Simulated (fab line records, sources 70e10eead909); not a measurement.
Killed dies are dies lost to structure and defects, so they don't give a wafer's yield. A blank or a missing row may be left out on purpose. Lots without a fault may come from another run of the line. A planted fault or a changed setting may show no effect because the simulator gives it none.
Problem report in the 8D (eight disciplines) form, filled by code | flow nand_harc | the parts of the form that need people (team, actions taken, sign-off) are left out

1. THE PROBLEM
cd_nm at NHARC_P_ZERO_WELL_CD_MEAS_24 reads a mean of 737.7 nm on 6 wafers of 2 lots; wafers without a fault read 720.5 nm with a standard deviation of 2. That is +8.6 standard deviations from the usual mean.
The step: target cd 720 nm.
First seen on wafer L416.1, day 5 02:32, on cd_sem-03. The record holds 33 wafers of 11 lots with a number at this step. Rule for "out", or "out of limits": more than 4 standard deviations from the usual mean. The other wafers with a number count as sound.

2. WHAT IT IS AND WHAT IT IS NOT
question                    | is                     | is not
which readings at this step | cd_nm                  | -
which lots                  | L416, L421             | L404, L406, L407, L408, L411, L412, L418, L423, L424
which wafers of those lots  | all that have a number | -
read on which gauges        | cd_sem-02, cd_sem-03   | cd_sem-01
when                        | from day 5 02:32       | up to then (18 sound wafers); but 9 sound wafers of L418, L423, L424 came after

3. SUSPECTS, AND WHAT RULES EACH OUT
Counting: a tool at a process step up to the reading stays a suspect if it ran every lot that is out and no sound lot after the first of them.
- the gauge at NHARC_P_ZERO_WELL_CD_MEAS_24: ruled out. The wafers that are out were read on 2 gauges (cd_sem-02, cd_sem-03).
- krf_scanner-02 at NHARC_P_ZERO_WELL_EXPOSE_21 (exposes mask P NWELL, target cd 720 nm): kept. It ran every lot that is out, first L416 (day 5 02:23), and no sound lot after that; its last sound lot up to then is L411 (day 3 20:25). Its own readings are out on those wafers: exposure_dose_mJ_cm2.
Left after counting: krf_scanner-02 at NHARC_P_ZERO_WELL_EXPOSE_21.

4. THE CAUSE (what the simulator had put in)
Process parameter drift: krf_scanner-02, from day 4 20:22 on, at NHARC_P_ZERO_WELL_EXPOSE_21. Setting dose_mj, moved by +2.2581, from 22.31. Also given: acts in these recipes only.
Counting left only this tool.

5. THE CHAIN OF EFFECTS, in route order
Each row: a reading whose mean over the struck wafers that have a number lies more than 3 standard deviations from the usual. Only readings for which the record gives a usual standard deviation are gone through. hours: the time from each lot's start at the first step in this table that gives one to its start at this step, as a median over the lots. sigmas: the change in usual standard deviations.
hours | step                         | reading              | usual    | on struck wafers | change | sigmas
0     | NHARC_P_ZERO_WELL_EXPOSE_21  | exposure_dose_mJ_cm2 | 22.305   | 24.549           | +2.244 | +99 or more
0     | NHARC_P_ZERO_WELL_CD_MEAS_24 | cd_nm                | 720.5 nm | 737.7            | +17.2  | +8.6
The process steps in it:
- NHARC_P_ZERO_WELL_EXPOSE_21: exposes mask P NWELL, target cd 720 nm.

6. WHAT WOULD HAVE CAUGHT IT SOONER
In this record the first reading out of limits at a measuring or inspecting step was taken at day 5 02:32, 6 hours after the fault began at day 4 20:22.
The tool's own readings at NHARC_P_ZERO_WELL_EXPOSE_21 were out on every struck wafer that the step has a row for (exposure_dose_mJ_cm2): an alarm limit on them would have fired on the first of those.
Of the lots that are out (2), L421 began NHARC_P_ZERO_WELL_EXPOSE_21 on krf_scanner-02 after day 5 02:32. A hold on the tool at that time would have spared it.
